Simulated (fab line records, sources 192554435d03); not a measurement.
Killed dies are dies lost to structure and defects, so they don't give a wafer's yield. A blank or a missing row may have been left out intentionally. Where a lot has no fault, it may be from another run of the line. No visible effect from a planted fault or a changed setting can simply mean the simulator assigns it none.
Matching of chambers -- flow n5-finfet -- rie-diel-02 running N5_PMOS_HMC_CHANNEL_EPI_STRIP_33: 4 sister chambers
The step strips in N2/H2. 8 wafers are shown with their chamber, then 11 later ones without.

## WAFERS PAIRED WITH THEIR CHAMBERS
wafer,chamber,drypump-motor-current-A (A),showerhead-plenum-p-Torr (Torr)
L081.2,0,6.6,3.20
L082.2,2,5.2,3.45
L082.4,2,5.2,3.44
L084.2,3,5.9,3.45
L084.6,3,5.9,3.45
L085.2,0,6.5,3.19
L085.6,1,5.9,3.37
L086.1,1,5.9,3.37

## WAFERS WHOSE CHAMBER IS MISSING
wafer,drypump-motor-current-A (A),showerhead-plenum-p-Torr (Torr)
L086.3,5.9,3.45
L086.6,6.5,3.19
L087.1,6.5,3.19
L087.3,5.9,3.44
L087.6,5.9,3.44
L089.2,5.9,3.44
L089.3,5.9,3.37
L089.4,6.6,3.19
L094.1,5.9,3.44
L094.2,6.6,3.18
L094.5,5.9,3.37

## EACH ONE'S CHAMBER
wafer,from the rows above,in truth
L086.3,3,3
L086.6,0,0
L087.1,0,0
L087.3,3,3
L087.6,3,3
L089.2,3,3
L089.3,1,1
L089.4,0,0
L094.1,3,3
L094.2,0,0
L094.5,1,1
Correctly placed: 11 of 11. Left unplaced by these rows: 0. Placed wrongly: 0.
How it was worked out, from the rows above alone: a wafer's distance from a chamber is the root of the sum, over the readings, of the square of ((its reading less the chamber's mean) divided by the reading's scatter). If the next closest chamber is less than 2 further off than the closest, the wafer can't be placed; otherwise it belongs to the closest. The mean given for a chamber averages the wafers shown for that chamber. The scatter: the root of (the sum of the squares of (reading less its chamber's mean) over the shown wafers, divided by (wafers less chambers)).
